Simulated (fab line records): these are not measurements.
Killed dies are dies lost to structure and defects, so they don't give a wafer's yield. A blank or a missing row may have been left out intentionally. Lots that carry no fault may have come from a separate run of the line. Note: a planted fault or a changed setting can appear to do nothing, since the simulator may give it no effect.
fab line records	flow nand_harc
record: lots: 24	wafers: 72	last_day: 34
route steps=1302 shown A_STAIRCASE@796 A_SGD_CUT@890
lots untouched by any fault: they come from a run of this same line in which no faults occurred
start_h: the number of hours between the record's first day and the start of the first shown wafer of the lot	wait_h: how many hours have passed since the lot's step before this one	" same as the row above	L1.1+2: a row that stands for several wafers	- no value present, or no start provided	* or withheld: withheld	< > ~ a bound
route shown NAME@n: NAME is a module with steps in the file, n the number in the route of the first one	usual: mean and standard deviation over wafers with no fault	same: alike in all rows	chamber/n: place in a boat	sites: each site's reading	_std_site: standard deviation across them	_edge_site: inner sites' mean taken away from outer sites' mean	radius_mm: for every site, how far away it sits from the centre of the wafer	mask NAME#n: copy n	behind: the tool/chamber that last shaped the wafer	hold: reason for holding the lot/hours on hold/outcome of the hold	device: which transistor (n, p or np) failed to switch	end of line: at the end of the route, the tests of the same wafers	a step with no rows: only its recipe	killed: the dies lost at the first sort to structure and to defects; this is not the yield of the wafer	map: the dies of a wafer, with x for killed, . for not killed, _ for no die there
set.NAME: the setting as run; set.NAME@STEP: as run at that earlier step	model.NAME: the simulator's own value behind a step, which no gauge read
a sample of lots followed through the steps of the route, with each step as a table and each wafer as a row
services: when a tool's chamber went out of use (start_h, in hours from the record's first day, below 0 if earlier), for how many hours, and the reason
== steps ==
step: NHARC_A_STAIRCASE_DEP_280
recipe: target_thk_a: 300	target_thk_nm: 30	temp_c: 400	pressure_torr: 3.5	flow_sccm: 200	rf_w: 350	material: SiON
usual: heater_power_w: 734/88
lot.wafer	tool	chamber	start_h	wait_h	heater_power_w
L074.3	pecvd-03	2	384.73	1.0	640
L074.4	"	2	"	"	640
L074.6	"	0	"	"	886
L075.2	pecvd-04	2	386.52	1.2	620
L075.1	"	0	"	"	741
L075.4	"	1	"	"	721
L076.1	pecvd-03	1	395.82	1.6	585
L076.4	"	2	"	"	744
L076.6	"	1	"	"	583
L077.3	pecvd-03	2	409.95	0.9	728
L077.1	"	1	"	"	658
L077.5	"	0	"	"	769
L078.3	pecvd-04	0	420.13	1.0	828
L078.2	"	1	"	"	716
L078.4	"	2	"	"	687
L079.1	pecvd-04	0	423.08	1.6	779
L079.5	"	1	"	"	770
L079.4	"	0	"	"	786
L080.3	pecvd-04	0	439.44	0.9	788
L080.4	"	0	"	"	790
L080.5	"	2	"	"	675
L081.2	pecvd-03	0	475.26	1.3	820
L081.5	"	2	"	"	762
L081.6	"	1	"	"	707
L082.2	pecvd-04	0	476.05	1.3	854
L082.1	"	1	"	"	759
L082.6	"	2	"	"	614
L083.2	pecvd-02	1	478.85	1.3	675
L083.1	"	2	"	"	860
L083.6	"	1	"	"	672
L084.1	pecvd-03	0	480.70	1.7	892
L084.3	"	1	"	"	719
L084.6	"	2	"	"	643
L086.2	pecvd-04	1	504.93	1.3	696
L086.4	"	1	"	"	719
L086.6	"	2	"	"	591
L085.2	pecvd-04	2	509.16	1.2	588
L085.1	"	1	"	"	767
L085.5	"	0	"	"	821
L087.2	pecvd-04	1	518.48	1.3	748
L087.3	"	2	"	"	586
L087.5	"	2	"	"	593
L088.2	pecvd-03	0	523.27	1.3	844
L088.4	"	2	"	"	766
L088.5	"	1	"	"	654
L089.3	pecvd-04	1	524.30	0.9	760
L089.2	"	0	"	"	750
L089.4	"	2	"	"	638
L090.3	pecvd-02	0	547.52	0.9	829
L090.2	"	1	"	"	716
L090.4	"	0	"	"	855
L091.2	pecvd-04	2	556.92	1.3	572
L091.4	"	2	"	"	581
L091.5	"	0	"	"	727
L092.3	pecvd-04	2	560.83	1.0	662
L092.1	"	0	"	"	723
L092.6	"	1	"	"	665
L094.2	pecvd-04	1	598.66	1.3	779
L094.1	"	2	"	"	588
L094.4	"	1	"	"	761
L095.3	pecvd-04	2	599.37	0.9	589
L095.1	"	0	"	"	797
L095.5	"	2	"	"	591
L093.1	pecvd-03	0	601.26	1.6	904
L093.4	"	1	"	"	688
L093.6	"	0	"	"	912
L097.1	pecvd-04	0	615.96	1.6	819
L097.4	"	1	"	"	780
L097.5	"	0	"	"	841
L096.2	pecvd-03	2	620.25	1.2	672
L096.6	"	0	"	"	788
L096.5	"	1	"	"	670
step: NHARC_A_STAIRCASE_ETCH_292
recipe: cf4_flow_sccm: 100	chf3_flow_sccm: 30	ar_flow_sccm: 0	rf_w: 500	bias_w: 200	chemistry: CF4/CHF3
usual: drypump_motor_current_A: 5.9/0.55	oes_product_au: 0.927/0.012	rf_vpp_V: 370.2/2.5	showerhead_plenum_p_Torr: 1.56/0.071	throttle_valve_pct: 16.802/0.0085
lot.wafer	tool	chamber	start_h	wait_h	drypump_motor_current_A	oes_product_au	rf_hours_counter_h	rf_vpp_V	showerhead_plenum_p_Torr	throttle_valve_pct
L074.3	rie_diel-07	1	385.78	0.1	6.1	0.922	26	375.6	1.68	16.811
L074.6	"	1	"	"	6.1	0.917	-	373.6	1.68	16.792
L074.4	"	3	"	"	5.0	0.918	-	368.0	1.53	16.794
L075.2	rie_diel-02	0	391.39	4.0	4.9	0.924	56	365.9	1.46	16.805
L075.1	"	2	"	"	5.4	0.925	53	367.2	1.49	16.806
L075.4	"	0	"	"	4.9	0.937	-	367.1	1.46	16.807
L076.1	rie_diel-07	3	396.76	0.1	5.1	0.943	30	368.7	1.53	16.801
L076.4	"	1	"	"	6.1	0.938	-	373.4	1.67	16.801
L076.6	"	3	"	"	5.0	0.938	-	369.6	1.53	16.812
L077.3	rie_diel-07	0	410.91	0.1	6.0	0.923	33	371.5	1.60	16.793
L077.1	"	2	"	"	6.5	0.932	28	370.9	1.58	16.797
L077.5	"	1	"	"	6.1	0.923	-	372.6	1.67	16.806
L078.2	rie_diel-04	1	421.17	0.1	6.7	0.939	26	372.8	1.62	16.796
L078.4	"	2	"	"	6.3	0.927	18	369.6	1.52	16.810
L078.3	"	3	"	"	6.0	0.931	18	368.1	1.53	16.808
L079.4	rie_diel-04	2	424.11	0.1	6.3	0.924	19	368.5	1.52	16.802
L079.1	"	0	"	"	6.1	0.918	27	369.3	1.47	16.802
L079.5	"	1	"	"	6.7	0.929	-	372.8	1.62	16.791
L080.3	rie_diel-07	1	440.52	0.1	6.1	0.917	44	372.9	1.67	16.792
L080.4	"	3	"	"	5.1	0.929	43	368.6	1.52	16.801
L080.5	"	0	"	"	6.1	0.923	-	369.6	1.60	16.797
L081.2	rie_diel-04	2	477.42	0.1	6.3	0.925	38	369.1	1.52	16.801
L081.5	"	1	"	"	6.7	0.921	-	372.1	1.62	16.796
L081.6	"	2	"	"	6.3	0.928	-	367.2	1.52	16.788
L082.2	rie_diel-04	0	477.47	0.1	6.1	0.917	46	366.5	1.47	16.792
L082.1	"	3	"	"	6.0	0.928	39	368.4	1.53	16.797
L082.6	"	1	"	"	6.8	0.932	-	371.4	1.61	16.785
L083.1	rie_diel-04	3	479.79	0.1	6.0	0.917	40	368.4	1.53	16.795
L083.2	"	1	"	"	6.7	0.917	43	371.7	1.61	16.822
L083.6	"	2	"	"	6.3	0.926	-	368.9	1.52	16.809
L084.1	rie_diel-02	2	481.76	0.1	5.4	0.918	22	367.9	1.48	16.816
L084.3	"	3	"	"	5.4	0.927	27	369.3	1.55	16.798
L084.6	"	0	"	"	4.9	0.931	-	373.8	1.69	16.795
L086.2	rie_diel-04	1	505.98	0.1	6.7	0.924	53	371.9	1.61	16.805
L086.4	"	2	"	"	6.3	0.924	50	367.5	1.51	16.804
L086.6	"	0	"	"	6.0	0.921	-	368.0	1.47	16.815
L085.2	rie_diel-04	2	510.25	0.1	6.3	0.984	51	369.6	1.51	16.798
L085.1	"	3	"	"	6.0	0.967	54	367.7	1.53	16.795
L085.5	"	0	"	"	6.0	0.961	-	368.0	1.47	16.803
L087.3	rie_diel-02	3	519.55	0.1	5.4	0.922	38	370.2	1.55	16.796
L087.2	"	0	"	"	4.9	0.917	37	374.1	1.69	16.811
L087.5	"	0	"	"	4.9	0.929	-	373.5	1.69	16.796
L088.4	rie_diel-07	1	524.18	0.1	6.1	0.926	12	375.2	1.67	16.810
L088.2	"	0	"	"	6.0	0.927	9	372.2	1.59	16.801
L088.5	"	2	"	"	6.5	0.934	-	369.9	1.57	16.796
L089.2	rie_diel-04	1	525.24	0.1	6.8	0.922	57	371.3	1.61	16.805
L089.4	"	2	"	"	6.3	0.932	53	368.5	1.51	16.802
L089.3	"	0	"	"	6.0	0.926	64	366.9	1.46	16.814
L090.2	rie_diel-07	2	548.48	0.1	6.5	0.941	21	372.3	1.57	16.803
L090.3	"	1	"	"	6.1	0.918	20	372.2	1.66	16.791
L090.4	"	1	"	"	6.1	0.923	-	374.2	1.66	16.813
L091.4	rie_diel-02	3	557.96	0.1	5.3	0.904	55	370.4	1.54	16.817
L091.2	"	1	"	"	5.6	0.912	42	368.6	1.51	16.809
L091.5	"	3	"	"	5.4	0.918	-	369.1	1.54	16.799
L092.3	rie_diel-02	1	561.87	0.1	5.6	0.918	43	367.6	1.51	16.806
L092.1	"	3	"	"	5.3	0.917	56	369.0	1.54	16.799
L092.6	"	0	"	"	4.9	0.921	-	374.0	1.69	16.817
L094.1	rie_diel-07	3	599.69	0.1	5.1	0.915	34	369.1	1.51	16.800
L094.2	"	0	"	"	6.0	0.923	33	371.5	1.58	16.809
L094.4	"	2	"	"	6.5	0.927	39	370.6	1.57	16.803
L095.1	rie_diel-04	1	600.33	0.1	6.8	0.923	19	372.5	1.60	16.798
L095.3	"	2	"	"	6.3	0.917	18	367.3	1.51	16.802
L095.5	"	3	"	"	6.0	0.931	-	369.3	1.52	16.800
L093.4	rie_diel-04	3	602.29	0.1	6.0	0.928	18	368.7	1.52	16.807
L093.1	"	0	"	"	6.0	0.920	18	374.8	1.70	16.783
L093.6	"	3	"	"	6.0	0.931	-	366.8	1.52	16.798
L097.4	rie_diel-02	3	616.97	0.1	5.4	0.924	13	369.5	1.54	16.808
L097.1	"	2	"	"	5.4	0.913	12	368.8	1.47	16.802
L097.5	"	0	"	"	4.9	0.941	-	373.9	1.68	16.790
L096.2	rie_diel-04	1	621.27	0.1	6.7	0.930	28	372.5	1.60	16.796
L096.6	"	2	"	"	6.3	0.926	-	366.5	1.51	16.806
L096.5	"	3	"	"	6.0	0.916	-	368.3	1.52	16.792
step: NHARC_A_STAIRCASE_STRIP_316
recipe: o2_flow_sccm: 500	ar_flow_sccm: 0	bias_w: 0	chemistry: O2
usual: drypump_motor_current_A: 5.8/0.53	oes_product_au: 0.997/0.0083	rf_vpp_V: 57.8/0.91	showerhead_plenum_p_Torr: 3.50/0.16	throttle_valve_pct: 17.036/0.0089
lot.wafer	tool	chamber	start_h	wait_h	drypump_motor_current_A	oes_product_au	rf_hours_counter_h	rf_vpp_V	showerhead_plenum_p_Torr	throttle_valve_pct
L074.3	rie_diel-07	0	-	-	6.1	1.006	28	58.0	3.59	17.040
L074.4	"	3	"	"	5.1	0.993	-	58.7	3.42	17.026
L074.6	"	1	"	"	6.1	0.988	-	59.5	3.75	17.033
L075.1	rie_diel-04	0	-	-	6.1	1.005	15	57.2	3.31	17.033
L075.4	"	1	"	"	6.7	0.994	16	59.0	3.63	17.025
L075.2	"	2	"	"	6.3	0.993	11	59.1	3.42	17.056
L076.1	rie_diel-02	2	-	-	5.4	0.991	0	55.9	3.33	17.042
L076.4	"	3	"	"	5.4	0.999	0	58.8	3.49	17.027
L076.6	"	1	"	"	5.7	0.988	-	57.1	3.41	17.030
L077.1	rie_diel-02	3	-	-	5.4	0.986	4	57.1	3.49	17.047
L077.3	"	1	"	"	5.7	0.994	3	57.2	3.41	17.032
L077.5	"	2	"	"	5.4	0.983	-	56.6	3.33	17.039
L078.3	rie_diel-04	2	-	-	6.3	1.009	20	57.3	3.41	17.018
L078.4	"	0	"	"	6.0	0.995	29	55.3	3.31	17.052
L078.2	"	1	"	"	6.7	0.997	29	57.9	3.63	17.044
L079.1	rie_diel-02	2	-	-	5.5	0.992	6	57.2	3.33	17.041
L079.4	"	0	"	"	4.9	0.981	7	57.7	3.80	17.041
L079.5	"	2	"	"	5.5	0.988	-	57.4	3.33	17.044
L080.4	rie_diel-04	2	-	-	6.3	1.005	26	56.9	3.41	17.037
L080.3	"	0	"	"	6.0	1.002	34	56.3	3.30	17.059
L080.5	"	1	"	"	6.7	1.008	-	58.8	3.63	17.042
L081.2	rie_diel-04	2	-	-	6.3	1.009	41	56.2	3.40	17.036
L081.6	"	3	"	"	6.1	0.993	-	57.9	3.43	17.035
L081.5	"	0	"	"	6.1	0.994	-	56.4	3.30	17.036
L082.2	rie_diel-04	0	-	-	6.1	1.004	50	58.0	3.30	17.033
L082.1	"	1	"	"	6.8	1.000	45	57.1	3.62	17.024
L082.6	"	3	"	"	6.0	1.011	-	57.6	3.43	17.042
L083.1	rie_diel-04	1	-	-	6.7	1.004	46	56.8	3.62	17.038
L083.2	"	0	"	"	6.1	0.999	50	58.5	3.30	17.031
L083.6	"	1	"	"	6.7	1.008	-	58.1	3.62	17.047
L084.1	rie_diel-02	3	-	-	5.3	0.991	30	58.5	3.47	17.040
L084.3	"	2	"	"	5.4	0.986	25	56.1	3.32	17.035
L084.6	"	3	"	"	5.4	0.990	-	56.6	3.48	17.034
L086.2	rie_diel-02	3	-	-	5.3	0.991	37	58.3	3.47	17.053
L086.4	"	2	"	"	5.4	0.976	32	57.5	3.32	17.032
L086.6	"	0	"	"	4.9	0.994	-	58.5	3.79	17.032
L085.2	rie_diel-02	0	-	-	4.9	0.991	37	58.5	3.79	17.035
L085.1	"	1	"	"	5.7	0.989	29	57.1	3.39	17.037
L085.5	"	3	"	"	5.4	0.991	-	58.4	3.47	17.041
L087.2	rie_diel-02	1	-	-	5.7	0.991	36	56.6	3.39	17.017
L087.3	"	0	"	"	4.9	1.006	45	58.4	3.78	17.043
L087.5	"	1	"	"	5.7	0.983	-	57.2	3.39	17.035
L088.2	rie_diel-07	1	-	-	6.1	0.991	17	57.2	3.73	17.040
L088.4	"	2	"	"	6.5	1.006	17	55.7	3.53	17.039
L088.5	"	1	"	"	6.1	0.997	-	58.7	3.73	17.029
L089.4	rie_diel-02	1	-	-	5.7	1.005	38	59.1	3.39	17.027
L089.2	"	2	"	"	5.4	0.987	44	56.7	3.31	17.026
L089.3	"	0	"	"	4.9	1.005	46	58.9	3.78	17.012
L090.2	rie_diel-02	1	-	-	5.7	0.993	42	57.3	3.39	17.046
L090.4	"	2	"	"	5.4	0.976	49	58.5	3.31	17.052
L090.3	"	3	"	"	5.4	0.995	55	59.1	3.46	17.042
L091.4	rie_diel-07	2	-	-	6.5	1.004	26	58.5	3.52	17.038
L091.2	"	0	"	"	6.1	0.988	22	59.2	3.56	17.040
L091.5	"	1	"	"	6.1	0.995	-	57.8	3.73	17.032
L092.1	rie_diel-02	0	-	-	4.9	1.000	53	59.3	3.78	17.053
L092.3	"	1	"	"	5.7	0.985	44	56.7	3.38	17.025
L092.6	"	3	"	"	5.4	0.996	-	57.7	3.46	17.047
L094.2	rie_diel-04	3	-	-	6.0	0.996	20	57.9	3.41	17.049
L094.1	"	0	"	"	6.0	1.000	21	58.5	3.80	17.030
L094.4	"	2	"	"	6.3	1.005	21	57.5	3.38	17.047
L095.3	rie_diel-02	1	-	-	5.7	0.987	9	57.9	3.38	17.041
L095.1	"	2	"	"	5.4	0.986	9	56.3	3.30	17.031
L095.5	"	1	"	"	5.7	0.996	-	57.0	3.38	17.042
L093.1	rie_diel-07	1	-	-	6.1	1.003	45	57.5	3.72	17.026
L093.4	"	3	"	"	5.1	1.002	39	58.5	3.39	17.031
L093.6	"	2	"	"	6.5	1.014	-	58.1	3.51	17.024
L097.1	rie_diel-07	1	-	-	6.1	1.003	48	57.7	3.71	17.038
L097.4	"	3	"	"	5.2	0.994	42	57.5	3.39	17.030
L097.5	"	1	"	"	6.1	1.000	-	59.5	3.71	17.023
L096.2	rie_diel-04	2	-	-	6.3	0.983	29	57.7	3.38	17.045
L096.6	"	3	"	"	6.0	0.999	-	56.7	3.40	17.037
L096.5	"	0	"	"	6.1	0.990	-	58.1	3.79	17.044
step: NHARC_A_STAIRCASE_DEP_322
recipe: target_thk_a: 72000	temp_c: 400	target_thk_nm: 7200	teos_flow_sccm: 200	rf_w: 500	material: SiO2
usual: heater_power_w: 660/92
lot.wafer	tool	chamber	start_h	wait_h	heater_power_w
L074.3	pecvd-03	1	421.01	0.1	661
L074.6	"	1	"	"	533
L074.4	"	2	"	"	564
L075.1	pecvd-04	2	421.10	0.2	668
L075.2	"	0	"	"	694
L075.4	"	0	"	"	649
L076.1	pecvd-04	0	431.57	0.3	740
L076.6	"	2	"	"	541
L076.4	"	0	"	"	646
L077.3	pecvd-02	0	441.54	0.2	694
L077.1	"	1	"	"	612
L077.5	"	0	"	"	651
L079.1	pecvd-02	0	455.74	0.2	737
L079.5	"	2	"	"	678
L079.4	"	1	"	"	598
L078.2	pecvd-03	2	455.74	0.2	710
L078.3	"	0	"	"	819
L078.4	"	0	"	"	698
L080.3	pecvd-04	0	471.08	0.2	662
L080.5	"	0	"	"	647
L080.4	"	1	"	"	578
L083.1	pecvd-03	0	508.42	0.1	727
L083.2	"	1	"	"	640
L083.6	"	2	"	"	577
L082.2	pecvd-04	2	508.52	0.2	601
L082.1	"	0	"	"	744
L082.6	"	0	"	"	664
L084.3	pecvd-02	0	508.71	0.3	752
L084.1	"	2	"	"	839
L084.6	"	0	"	"	643
L081.2	pecvd-03	2	509.08	0.7	741
L081.6	"	1	"	"	533
L081.5	"	0	"	"	717
L086.2	pecvd-04	0	538.07	0.1	794
L086.6	"	0	"	"	645
L086.4	"	2	"	"	482
L085.1	pecvd-02	0	538.07	0.1	735
L085.2	"	2	"	"	790
L085.5	"	1	"	"	603
L087.3	pecvd-04	2	557.07	0.1	604
L087.2	"	0	"	"	802
L087.5	"	1	"	"	607
L088.2	pecvd-02	1	557.16	0.2	758
L088.5	"	0	"	"	633
L088.4	"	2	"	"	679
L089.2	pecvd-02	0	557.64	0.6	807
L089.3	"	2	"	"	819
L089.4	"	0	"	"	647
L090.3	pecvd-04	1	579.29	0.1	723
L090.2	"	2	"	"	581
L090.4	"	1	"	"	589
L091.2	pecvd-02	0	586.76	0.2	734
L091.5	"	2	"	"	680
L091.4	"	1	"	"	601
L092.1	pecvd-03	1	597.90	0.1	616
L092.3	"	1	"	"	526
L092.6	"	1	"	"	541
L095.1	pecvd-04	1	631.61	0.1	604
L095.3	"	2	"	"	545
L095.5	"	2	"	"	482
L093.1	pecvd-03	2	631.62	0.1	663
L093.6	"	2	"	"	524
L093.4	"	0	"	"	669
L094.2	pecvd-02	1	631.83	0.3	729
L094.1	"	2	"	"	703
L094.4	"	2	"	"	698
L097.1	pecvd-02	1	648.55	0.1	808
L097.4	"	2	"	"	683
L097.5	"	0	"	"	649
L096.2	pecvd-03	2	648.65	0.2	614
L096.6	"	2	"	"	531
L096.5	"	0	"	"	679
step: NHARC_A_STAIRCASE_ETCH_444
recipe: target_depth_a: 2.04e+05	time_s: 6800	c4f8_flow_sccm: 20	o2_flow_sccm: 10	ar_flow_sccm: withheld	rf_w: 600	bias_w: 1000	chemistry: C4F8/O2
usual: oes_product_au: 0.931/0.018	rf_vpp_V: 806/5.3
lot.wafer	tool	chamber	start_h	wait_h	oes_product_au	rf_hours_counter_h	rf_vpp_V
L075.1	rie_diel-02	3	439.74	0.5	0.921	8	805
L075.4	"	0	"	"	0.919	9	816
L075.2	"	1	"	"	0.908	9	803
L074.3	rie_diel-04	3	440.44	1.2	0.935	22	805
L074.4	"	2	441.72	2.4	0.929	-	804
L074.6	"	3	"	"	0.927	-	804
L076.1	rie_diel-04	2	448.94	0.1	0.928	27	804
L076.4	"	1	450.35	1.5	0.919	31	810
L076.6	"	2	"	"	0.929	-	803
L077.1	rie_diel-04	0	459.28	0.1	0.914	38	800
L077.3	"	3	460.69	1.5	0.928	32	804
L077.5	"	1	"	"	0.923	-	810
L079.1	rie_diel-02	0	474.85	0.6	0.924	18	814
L079.4	"	2	"	"	0.919	19	801
L079.5	"	3	"	"	0.913	-	807
L078.4	rie_diel-02	0	478.22	3.9	0.924	22	816
L078.2	"	1	"	"	0.903	19	803
L078.3	"	2	"	"	0.902	21	800
L080.4	rie_diel-04	3	490.66	0.1	0.928	45	803
L080.3	"	2	492.11	1.5	0.929	44	803
L080.5	"	0	"	"	0.921	-	799
L081.2	rie_diel-07	3	526.79	0.1	0.925	13	804
L081.6	"	3	528.70	2.0	0.919	-	802
L081.5	"	0	"	"	0.924	-	809
L082.1	rie_diel-02	3	526.97	0.1	0.918	41	806
L082.2	"	0	"	"	0.921	40	816
L082.6	"	3	528.84	1.9	0.923	-	805
L083.2	rie_diel-04	1	527.76	1.0	0.922	59	810
L083.1	"	2	"	"	0.935	55	803
L083.6	"	0	"	"	0.924	-	800
L084.1	rie_diel-02	2	530.05	3.1	0.917	39	802
L084.3	"	0	"	"	0.927	44	815
L084.6	"	2	"	"	0.905	-	801
L085.1	rie_diel-07	2	555.74	0.5	0.936	23	807
L085.2	"	3	"	"	0.921	24	804
L085.5	"	1	"	"	0.924	-	814
L086.4	rie_diel-04	3	556.05	1.0	0.965	3	803
L086.2	"	0	"	"	0.971	3	816
L086.6	"	2	"	"	0.955	-	803
L088.4	rie_diel-07	0	573.35	0.1	0.924	24	809
L088.2	"	3	574.78	1.6	0.922	27	802
L088.5	"	0	"	"	0.925	-	808
L089.3	rie_diel-04	1	573.41	0.1	0.943	9	808
L089.2	"	2	"	"	0.949	9	805
L089.4	"	0	"	"	0.935	8	815
L087.3	rie_diel-07	2	576.77	3.5	0.933	31	807
L087.2	"	0	"	"	0.937	28	810
L087.5	"	2	"	"	0.934	-	807
L090.2	rie_diel-02	3	601.55	0.1	0.948	6	804
L090.4	"	1	"	"	0.957	6	803
L090.3	"	2	"	"	0.943	6	800
L091.4	rie_diel-02	0	610.86	0.1	0.970	12	815
L091.2	"	1	"	"	0.981	11	803
L091.5	"	0	612.77	2.0	0.968	-	814
L092.3	rie_diel-04	3	617.09	0.1	0.925	24	803
L092.1	"	0	"	"	0.920	24	816
L092.6	"	3	618.97	1.9	0.925	-	805
L094.2	rie_diel-04	3	648.66	0.1	0.924	36	802
L094.4	"	0	"	"	0.926	36	816
L094.1	"	1	"	"	0.935	36	810
L093.4	rie_diel-02	0	648.82	0.1	0.936	25	813
L093.1	"	3	650.26	1.5	0.924	23	804
L093.6	"	0	"	"	0.928	-	815
L095.3	rie_diel-07	3	649.54	0.6	0.915	50	800
L095.1	"	1	"	"	0.918	57	814
L095.5	"	3	"	"	0.916	-	802
L097.4	rie_diel-02	0	667.52	0.1	0.922	31	815
L097.1	"	3	668.92	1.5	0.910	27	804
L097.5	"	0	"	"	0.925	-	815
L096.2	rie_diel-07	0	669.08	1.5	0.965	3	807
L096.6	"	1	"	"	0.961	-	813
L096.5	"	2	"	"	0.975	-	806
step: NHARC_A_SGD_CUT_DEP_00
recipe: target_thk_a: 500	temp_c: 400	target_thk_nm: 50	flow_sccm: 200	rf_w: 450	material: SiNx
usual: heater_power_w: 688/89
lot.wafer	tool	chamber	start_h	wait_h	heater_power_w
L075.2	pecvd-01	2	446.26	0.1	625
L075.1	"	0	"	"	881
L075.4	"	0	"	"	854
L074.3	pecvd-01	2	447.86	0.1	671
L074.4	"	1	"	"	557
L074.6	"	2	"	"	669
L076.1	pecvd-01	2	456.09	0.1	674
L076.6	"	0	"	"	772
L076.4	"	1	"	"	657
L077.3	pecvd-03	2	466.33	0.1	691
L077.1	"	1	"	"	627
L077.5	"	1	"	"	630
L079.1	pecvd-03	0	481.64	0.1	792
L079.4	"	1	"	"	566
L079.5	"	2	"	"	683
L078.2	pecvd-04	1	484.89	0.1	761
L078.3	"	0	"	"	727
L078.4	"	2	"	"	585
L080.4	pecvd-03	1	497.94	0.2	657
L080.3	"	2	"	"	690
L080.5	"	1	"	"	671
L083.2	pecvd-01	0	533.98	0.1	789
L083.1	"	1	"	"	604
L083.6	"	2	"	"	600
L081.2	pecvd-03	1	534.07	0.1	700
L081.6	"	0	"	"	791
L081.5	"	1	"	"	542
L082.2	pecvd-01	1	534.38	0.1	667
L082.1	"	2	"	"	678
L082.6	"	2	"	"	719
L084.3	pecvd-04	1	537.09	0.1	636
L084.1	"	2	"	"	616
L084.6	"	0	"	"	696
L086.2	pecvd-04	1	562.28	0.1	639
L086.6	"	1	"	"	664
L086.4	"	2	"	"	567
L085.1	pecvd-03	0	562.31	0.1	790
L085.2	"	2	"	"	659
L085.5	"	2	"	"	662
L088.2	pecvd-03	0	580.52	0.1	869
L088.4	"	1	"	"	610
L088.5	"	1	"	"	637
L089.3	pecvd-04	2	580.58	0.1	601
L089.2	"	0	"	"	806
L089.4	"	1	"	"	655
L087.3	pecvd-04	1	583.40	0.1	692
L087.2	"	2	"	"	605
L087.5	"	0	"	"	836
L090.3	pecvd-04	2	608.57	0.1	538
L090.2	"	0	"	"	739
L090.4	"	2	"	"	537
L091.2	pecvd-03	0	617.99	0.1	806
L091.5	"	1	"	"	672
L091.4	"	2	"	"	557
L092.3	pecvd-01	0	624.44	0.4	753
L092.1	"	1	"	"	632
L092.6	"	2	"	"	604
L094.1	pecvd-03	1	655.69	0.1	562
L094.2	"	2	"	"	662
L094.4	"	1	"	"	577
L093.1	pecvd-01	1	656.09	0.1	574
L093.4	"	0	"	"	833
L093.6	"	1	"	"	562
L095.3	pecvd-04	1	656.17	0.1	668
L095.1	"	2	"	"	576
L095.5	"	0	"	"	824
L097.1	pecvd-04	0	674.56	0.1	817
L097.4	"	0	"	"	828
L097.5	"	2	"	"	615
L096.2	pecvd-04	1	674.83	0.1	705
L096.5	"	1	"	"	708
L096.6	"	2	"	"	601
== services ==
tool	chamber	start_h	hours	kind
pecvd-03	-	366.37	13.0	pm
rie_diel-02	2	380.55	4.6	repair
rie_diel-02	1	381.88	2.5	repair
rie_diel-02	1	385.54	6.1	repair
rie_diel-02	-	393.99	9.0	pm
rie_diel-07	3	400.91	2.5	repair
rie_diel-04	1	437.29	2.6	repair
pecvd-04	-	452.41	13.0	pm
rie_diel-07	1	452.42	8.5	repair
rie_diel-07	-	473.40	9.0	pm
rie_diel-02	1	479.20	9.0	repair
pecvd-03	0	493.00	6.9	repair
rie_diel-07	-	510.32	0.1	repair
rie_diel-04	-	533.09	9.0	pm
rie_diel-02	2	543.98	5.1	repair
rie_diel-07	0	544.77	7.0	repair
pecvd-03	-	547.37	13.0	pm
rie_diel-02	-	570.99	9.0	pm
pecvd-03	2	580.02	20.4	repair
rie_diel-04	-	611.73	0.7	repair
rie_diel-02	3	618.59	2.6	repair
pecvd-03	-	629.53	1.3	repair
pecvd-04	-	633.41	13.0	pm
pecvd-04	-	647.89	0.8	repair
== key ==
fault none
